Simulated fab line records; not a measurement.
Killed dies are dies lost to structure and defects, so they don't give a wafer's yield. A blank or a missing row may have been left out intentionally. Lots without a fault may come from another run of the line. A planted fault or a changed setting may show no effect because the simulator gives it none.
What tool caused it?	flow n5Finfet	12 lots, 36 wafers sampled, at 2 steps of a route of 1938

## WHAT THE GAUGES READ, wafer by wafer
N5_BEOL_M7_OVL_MEAS_29.
lot	measured	on	V6_OVL (nm)
L075	day 9 05:33	overlay-02	0.4 0.3 0.6
L080	day 10 18:25	overlay-01	0.0 0.3 1.1
L078	day 10 20:18	overlay-02	0.2 -0.9 -1.2
L082	day 10 20:53	overlay-02	0.0 -0.8 0.2
L081	day 11 06:49	overlay-01	0.3 -0.3 -0.3
L085	day 12 06:17	overlay-01	-0.4 0.1 0.0
L088	day 12 18:01	overlay-02	0.0 -0.8 0.1
L089	day 13 13:22	overlay-02	0.5 -0.6 0.2
L091	day 13 21:05	overlay-01	-0.2 0.6 0.7
L093	day 14 01:01	overlay-01	1.4 1.3 0.4
L095	day 14 20:14	overlay-01	0.4 0.6 0.2
L097	day 15 05:11	overlay-02	1.3 0.3 0.4

## WHAT TOOL EACH LOT RAN ON (gives the tool, then ch and the chambers of the sampled wafers, and finally the start)
lot	N5_BEOL_M7_ETCH_61
L075	rieDiel-01 ch 0,1, day 9 01:21
L080	rieDiel-05 ch 1,3, day 10 14:52
L078	rieDiel-06 ch 2,3, day 10 19:16
L082	rieDiel-06 ch 2,3, day 10 19:58
L081	rieDiel-06 ch 1,2, day 11 05:10
L085	rieDiel-05 ch 0,1,2, day 12 02:34
L088	rieDiel-05 ch 0,3, day 12 17:02
L089	rieDiel-06 ch 0,2,3, day 13 12:31
L091	rieDiel-05 ch 0,2,3, day 13 17:59
L093	rieDiel-06 ch 0,3, day 13 22:34
L095	rieDiel-05 ch 0,1,2, day 14 18:44
L097	rieDiel-01 ch 0,1,3, day 15 04:08
- N5_BEOL_M7_ETCH_61: etches SiARC in CF4, target depth 45.5 nm, time 75.8 s.

## THE ANSWER, worked out from the rows above alone
Rule: usual is defined by the lots themselves. The widest of any qualifying gaps counts: lots, ordered by their means at a reading, are off when they make up no more than a third of the lots, leave a main group of 4 or more, and stand apart from it by 3 or more times the standard deviation of that group's means. The tables above print the reading to a certain number of digits; a main group whose means all agree to those digits is not used. Also off: a lot with no number at a reading for which 4 or more lots have one. Any other lot the step has rows for is counted as sound.
None of the lots is off at any reading shown; this tells nothing.

## WHAT WAS PUT IN BY THE SIMULATOR
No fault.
